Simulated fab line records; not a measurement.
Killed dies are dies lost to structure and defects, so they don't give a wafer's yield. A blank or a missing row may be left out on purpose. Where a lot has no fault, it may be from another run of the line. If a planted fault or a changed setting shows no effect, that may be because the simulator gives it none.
Chamber matching | flow n5_finfet | 4 sister chambers for N5_MOL_CONTACT_COAG_ETCH_110 on rie_diel-05
The step etches Si in CF4/O2, target depth 2.5 nm, time 8 s. 4 wafers are shown with their chamber, then 7 later ones without.

WAFERS PAIRED WITH THEIR CHAMBERS
wafer  | chamber | showerhead_plenum_p_Torr (Torr)
L083.4 | 2       | 2.27
L086.6 | 1       | 2.32
L090.1 | 3       | 2.25
L090.2 | 0       | 2.17

WAFERS WITH NO CHAMBER GIVEN
wafer  | showerhead_plenum_p_Torr (Torr)
L090.3 | 2.31
L092.1 | 2.25
L092.3 | 2.17
L092.4 | 2.31
L094.2 | 2.17
L094.3 | 2.24
L094.5 | 2.24

THE CHAMBER EACH PASSED THROUGH
wafer  | from the rows above | in truth
L090.3 | 1                   | 1
L092.1 | 3                   | 3
L092.3 | 0                   | 0
L092.4 | 1                   | 1
L094.2 | 0                   | 0
L094.3 | 3                   | 3
L094.5 | 3                   | 3
Correct placement for 7 of the 7. Number that these rows cannot place: 0. Placed wrongly: 0.
How it was worked out, from the rows above alone: a wafer's distance from a chamber is the root of the sum, over the readings, of the square of ((its reading less the chamber's mean) divided by the reading's scatter). The wafer belongs to the nearest chamber; if the next one is less than 2 further off, it can't be placed. For every chamber, the mean is computed from those of its wafers that are shown. The scatter: with one shown wafer a chamber, the root of the mean of the squares of how far each hidden wafer lies from its nearest shown one.
